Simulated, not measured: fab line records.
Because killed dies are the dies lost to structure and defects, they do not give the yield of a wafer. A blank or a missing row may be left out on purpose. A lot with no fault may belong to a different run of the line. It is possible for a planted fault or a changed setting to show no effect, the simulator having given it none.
A lot that was struck, set against a sound lot + flow nand-harc + 14 out of 1159 route steps
Sound: the wafers L130.1, L130.4, L130.5. Wafers L143.1, L143.2, L143.4 were the ones struck. At the end, the cause is stated.
Each step with rows lists, per side, the tool, then ch with its chambers, then its first start. Under that, the readings that differ: sound wafers + struck wafers + difference of the means + sigmas: that difference in standard deviations of wafers without a fault.
alike: readings with means less than 2 such deviations apart, plus words and numbers identical on both sides. not compared: withheld readings, readings lacking a value on some wafer, bounds such as >300 that could conceal the same value, and numbers that have no deviation in the record and whose values overlap.
Wherever a step has rows on one side only, a row that says differs or no value, or a row with sigmas, the two part there. When numbers do not overlap yet have no deviation, they are printed without sigmas and do not part them. Lack of a reading on every wafer of one side parts them only where that side has two or more wafers.

NHARC_A_SOURCE_PLATE_THK_MEAS_06: measures by ellipsometry.
  struck on film-metro-02, day 11 18:16; sound on film-metro-01, day 8 04:16
  alike: thk-nm
NHARC_A_SOURCE_PLATE_INSPECT_08:
  struck on defect-inspect-02, day 11 18:21; sound on defect-inspect-01, day 8 04:20
  alike: raw-defect-count
after that, 1 step with no rows for these wafers: NHARC_A_ONON_D1_DEP_00 (target thk 1000 nm).
NHARC_A_ONON_D1_THK_MEAS_02: measures by ellipsometry.
  struck on film-metro-01, day 11 18:56; sound on film-metro-02, day 8 04:55
  alike: thk-nm
after that, 1 step with no rows for these wafers: NHARC_A_ONON_D1_DEP_03 (target thk 1000 nm).
NHARC_A_ONON_D1_THK_MEAS_05: measures by ellipsometry.
  struck on film-metro-02, day 11 19:29; sound on film-metro-02, day 8 05:29
  alike: thk-nm
after that, 1 step with no rows for these wafers: NHARC_A_ONON_D1_DEP_06 (target thk 1000 nm).
NHARC_A_ONON_D1_THK_MEAS_08: measures by ellipsometry.
  struck on film-metro-01, day 11 20:04; sound on film-metro-01, day 8 06:03
  alike: thk-nm
after that, 1 step with no rows for these wafers: NHARC_A_ONON_D1_DEP_09 (target thk 1000 nm).
NHARC_A_ONON_D1_THK_MEAS_11: measures by ellipsometry.
  struck on film-metro-02, day 11 20:37; sound on film-metro-01, day 8 06:37
  alike: thk-nm
NHARC_A_ONON_D1_DEP_12: target thk 1000 nm.
  sound on pecvd-onon-03 ch 0, day 8 06:40; struck on pecvd-onon-02 ch 0, day 11 20:41
NHARC_A_ONON_D1_THK_MEAS_14: measures by ellipsometry.
  struck on film-metro-01, day 11 21:11; sound on film-metro-02, day 8 07:11
| reading     | sound       | struck      | difference | sigmas |
|-------------|-------------|-------------|------------|--------|
| thk-nm (nm) | 994 994 992 | 577 576 577 | -417       | -38    |
then, 1 step without rows for these wafers: NHARC_A_ONON_D1_ANNEAL_15 (time 3600 s).
-- break in the record here, with 12 days between the starts of the struck wafers on either side (left off in module A_ONON_D1, picked up again in module END, where the first step shown is number 1159 on the route) --
NHARC_END_SORT_01:
  only the struck wafers appear in the record here, on prober-01 ch 0 at day 23 14:10; the sound ones have no rows

## WHERE THEY PART
Earliest at NHARC_A_ONON_D1_THK_MEAS_14; latest, in this record, at NHARC_END_SORT_01.

WHY: what the simulator had put in
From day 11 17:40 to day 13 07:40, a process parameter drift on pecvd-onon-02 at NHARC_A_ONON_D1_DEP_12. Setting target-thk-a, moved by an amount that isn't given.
